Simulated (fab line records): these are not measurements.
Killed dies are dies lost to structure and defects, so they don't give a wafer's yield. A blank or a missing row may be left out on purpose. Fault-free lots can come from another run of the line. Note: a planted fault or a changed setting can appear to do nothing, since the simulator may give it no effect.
Which tool did it? | flow n5 finfet | Sampling: 10 lots, 30 wafers, 6 of 1938 route steps

## WHAT EACH GAUGE READ, for each wafer
N5_BEOL_M7_INSPECT_58: inspects for defects (darkfield).
lot  | measured     | on                | raw defect count
L822 | day 9 02:33  | defect inspect-02 | 79 79 90
L825 | day 10 00:23 | defect inspect-02 | 72 66 69
L824 | day 10 00:07 | defect inspect-02 | 39 54 16
L830 | day 11 05:31 | defect inspect-01 | 64 43 56
L833 | day 12 02:36 | defect inspect-01 | 61 96 71
L834 | day 12 11:25 | defect inspect-02 | 1383 45 1483
L835 | day 12 23:07 | defect inspect-01 | 39 63 1450
L841 | day 13 17:09 | defect inspect-01 | 71 46 40
L844 | day 15 01:49 | defect inspect-01 | 89 55 67
L845 | day 15 09:58 | defect inspect-02 | 53 73 81

N5_BEOL_M8_INSPECT_13: inspects for defects (brightfield).
lot  | measured     | on                | raw defect count
L822 | day 9 05:16  | defect inspect-02 | 498 480 376
L825 | day 10 02:20 | defect inspect-01 | 632 682 564
L824 | day 10 02:16 | defect inspect-01 | 290 372 309
L830 | day 11 06:56 | defect inspect-01 | 472 425 429
L833 | day 12 04:42 | defect inspect-01 | 393 410 366
L834 | day 12 13:16 | defect inspect-02 | 1714 555 2052
L835 | day 13 00:56 | defect inspect-01 | 389 362 1733
L841 | day 13 19:38 | defect inspect-01 | 397 325 338
L844 | day 15 04:10 | defect inspect-02 | 506 482 469
L845 | day 15 11:35 | defect inspect-02 | 333 442 449

## WHAT TOOL EACH LOT RAN ON (gives the tool, then ch and the chambers of the sampled wafers, and finally the start)
lot  | N5_BEOL_M7_STRIP_80                           | N5_BEOL_M7_CURE_75            | N5_BEOL_M7_CMP_52             | N5_BEOL_M8_CURE_74
L822 | rie diel-02 ch 0,1,3, day 9 00:32 or earlier  | uv cure-02 ch 1, day 9 00:32  | cmp-04 ch 0,1,3, day 9 02:05  | uv cure-02 ch 0, day 9 02:44
L825 | rie diel-03 ch 0,1,3, day 9 19:44 or earlier  | uv cure-03 ch 2, day 9 19:44  | cmp-02 ch 0,2,3, day 9 23:55  | uv cure-01 ch 2, day 10 00:34
L824 | rie diel-02 ch 0,3, day 9 19:53 or earlier    | uv cure-02 ch 0, day 9 19:53  | cmp-02 ch 0,1, day 9 23:40    | uv cure-03 ch 0, day 10 00:23
L830 | rie diel-01 ch 0,1,2, day 11 02:44 or earlier | uv cure-01 ch 1, day 11 02:44 | cmp-03 ch 0,2,3, day 11 05:08 | uv cure-01 ch 2, day 11 05:38
L833 | rie diel-01 ch 1,2, day 11 22:58 or earlier   | uv cure-01 ch 0, day 11 22:58 | cmp-04 ch 1,2, day 12 02:11   | uv cure-01 ch 1, day 12 03:23
L834 | rie diel-03 ch 2,3, day 12 07:20 or earlier   | uv cure-02 ch 2, day 12 07:20 | cmp-03 ch 1,2, day 12 10:58   | uv cure-01 ch 0, day 12 11:32
L835 | rie diel-01 ch 0,1,3, day 12 21:01 or earlier | uv cure-02 ch 2, day 12 21:01 | cmp-03 ch 0,1,3, day 12 22:40 | uv cure-01 ch 2, day 12 23:14
L841 | rie diel-03 ch 1,2,3, day 13 14:31 or earlier | uv cure-03 ch 2, day 13 14:31 | cmp-04 ch 0,3, day 13 16:42   | uv cure-02 ch 1, day 13 17:15
L844 | rie diel-01 ch 0,2,3, day 14 20:50 or earlier | uv cure-03 ch 0, day 14 20:50 | cmp-02 ch 0,2,3, day 15 01:23 | uv cure-02 ch 2, day 15 02:04
L845 | rie diel-03 ch 0,3, day 15 06:52 or earlier   | uv cure-01 ch 2, day 15 06:52 | cmp-02 ch 0,2,3, day 15 09:35 | uv cure-02 ch 1, day 15 10:15
- N5_BEOL_M7_STRIP_80: strips in N2/H2, time 10 s.
- N5_BEOL_M7_CURE_75: cures SiCOH lowk, time 120 s.
- N5_BEOL_M7_CMP_52: polishes, stops on SiCOH lowk, t overpolish 6.9 s, target thk 80 nm.
- N5_BEOL_M8_CURE_74: cures SiCOH lowk, time 240 s.

## AS READ BY THE TOOLS THEMSELVES (means over the sampled wafers that have a number; for cases with no such wafer, the mark the record gives instead)
N5_BEOL_M7_STRIP_80.
lot  | tool        | drypump motor current A (A) | n2 flow sccm (sccm) | oes product au (a.u.) | rf vpp V (V) | showerhead plenum p Torr (Torr) | throttle valve pct (%)
L822 | rie diel-02 | 5.6                         | 199.7               | 0.71                  | 60.0         | 2.59                            | 23.66
L825 | rie diel-03 | 6.0                         | 200.1               | 0.84                  | 59.4         | 2.56                            | 23.38
L824 | rie diel-02 | 5.7                         | 198.9               | 0.73                  | 59.4         | 2.63                            | 23.51
L830 | rie diel-01 | 5.5                         | 200.0               | 0.80                  | 59.1         | 2.56                            | 23.47
L833 | rie diel-01 | 5.4                         | 200.0               | 0.78                  | 58.5         | 2.51                            | 23.47
L834 | rie diel-03 | 6.0                         | 199.6               | 0.85                  | 58.9         | 2.62                            | 23.54
L835 | rie diel-01 | 5.7                         | 200.3               | 0.80                  | 60.4         | 2.59                            | 23.59
L841 | rie diel-03 | 6.3                         | 199.1               | 0.79                  | 59.5         | 2.62                            | 23.58
L844 | rie diel-01 | 5.4                         | 199.9               | 0.81                  | 58.4         | 2.56                            | 23.46
L845 | rie diel-03 | 5.7                         | 200.3               | 0.85                  | 59.3         | 2.54                            | 23.42

N5_BEOL_M7_CURE_75.
lot  | tool       | lamp power pct (%) | wafer_temp_C_max
L822 | uv cure-02 | 52.28              | 371.5
L825 | uv cure-03 | 52.35              | 371.8
L824 | uv cure-02 | 52.35              | 371.8
L830 | uv cure-01 | 52.34              | 371.0
L833 | uv cure-01 | 52.36              | 371.5
L834 | uv cure-02 | 52.30              | 371.7
L835 | uv cure-02 | 52.35              | 371.8
L841 | uv cure-03 | 52.34              | 371.9
L844 | uv cure-03 | 52.32              | 372.2
L845 | uv cure-01 | 52.36              | 371.7

N5_BEOL_M7_CMP_52.
lot  | tool   | barrier field endpoint s (s) | motor current A (A) | overpolish run s (s) | slurry flow ml min | time to endpoint s (s)
L822 | cmp-04 | 27.8                         | 6.3                 | 6.902                | 149.8              | 59.1
L825 | cmp-02 | 28.7                         | 5.6                 | 6.892                | 149.7              | 60.6
L824 | cmp-02 | 29.2                         | 6.4                 | 6.899                | 150.0              | 59.6
L830 | cmp-03 | 29.5                         | 6.3                 | 6.907                | 150.4              | 63.3
L833 | cmp-04 | 28.9                         | 7.2                 | 6.895                | 149.6              | 61.4
L834 | cmp-03 | 28.7                         | 6.8                 | 6.904                | 149.9              | 64.4
L835 | cmp-03 | 28.8                         | 6.4                 | 6.900                | 150.6              | 59.9
L841 | cmp-04 | 28.8                         | 6.3                 | 6.904                | 150.6              | 62.4
L844 | cmp-02 | 29.7                         | 5.4                 | 6.903                | 150.1              | 65.7
L845 | cmp-02 | 28.9                         | 5.7                 | 6.891                | 150.0              | 62.4

N5_BEOL_M8_CURE_74.
lot  | tool       | lamp power pct (%) | wafer_temp_C_max
L822 | uv cure-02 | 52.31              | 386.7
L825 | uv cure-01 | 52.30              | 387.2
L824 | uv cure-03 | 52.29              | 387.6
L830 | uv cure-01 | 52.31              | 386.9
L833 | uv cure-01 | 52.33              | 386.5
L834 | uv cure-01 | 52.28              | 386.3
L835 | uv cure-01 | 52.28              | 387.1
L841 | uv cure-02 | 52.29              | 387.0
L844 | uv cure-02 | 52.26              | 386.6
L845 | uv cure-02 | 52.33              | 386.5

## THE ANSWER, worked out from the rows above alone
Rule: the lots themselves supply what counts as usual. The widest of any qualifying gaps counts: lots, ordered by their means at a reading, are off when they make up no more than a third of the lots, leave a main group of 4 or more, and stand apart from it by 3 or more times the standard deviation of that group's means. A main group whose means are all the same, to the digits that the tables above print for the reading, isn't used. Also off: a lot with no number at a reading for which 4 or more lots have one. All remaining lots with rows at the step are treated as sound. First the gauges in route order, then the tools' own readings, where a lot's mean is used as printed above. At the first step where some lot is off, the reading lying furthest off is the one used; lots without a number count as furthest.
Off: L834, L835 (N5_BEOL_M7_INSPECT_58, raw defect count). For the main group the mean is 64 and the standard deviation 14.
If a tool, at a process step before that reading, ran all the lots that are off and no sound lot after the first of them, it fits. Those tools and the gauges at N5_BEOL_M7_INSPECT_58 are tried in the same way. Because N5_BEOL_M7_STRIP_80 lacks a start for some lots, the hours and order of its lots are taken from N5_BEOL_M7_CURE_75. Can't be told from this: 2 tools fit, uv cure-02 at N5_BEOL_M7_CURE_75, cmp-03 at N5_BEOL_M7_CMP_52.

## WHAT THE SIMULATOR HAD PUT IN
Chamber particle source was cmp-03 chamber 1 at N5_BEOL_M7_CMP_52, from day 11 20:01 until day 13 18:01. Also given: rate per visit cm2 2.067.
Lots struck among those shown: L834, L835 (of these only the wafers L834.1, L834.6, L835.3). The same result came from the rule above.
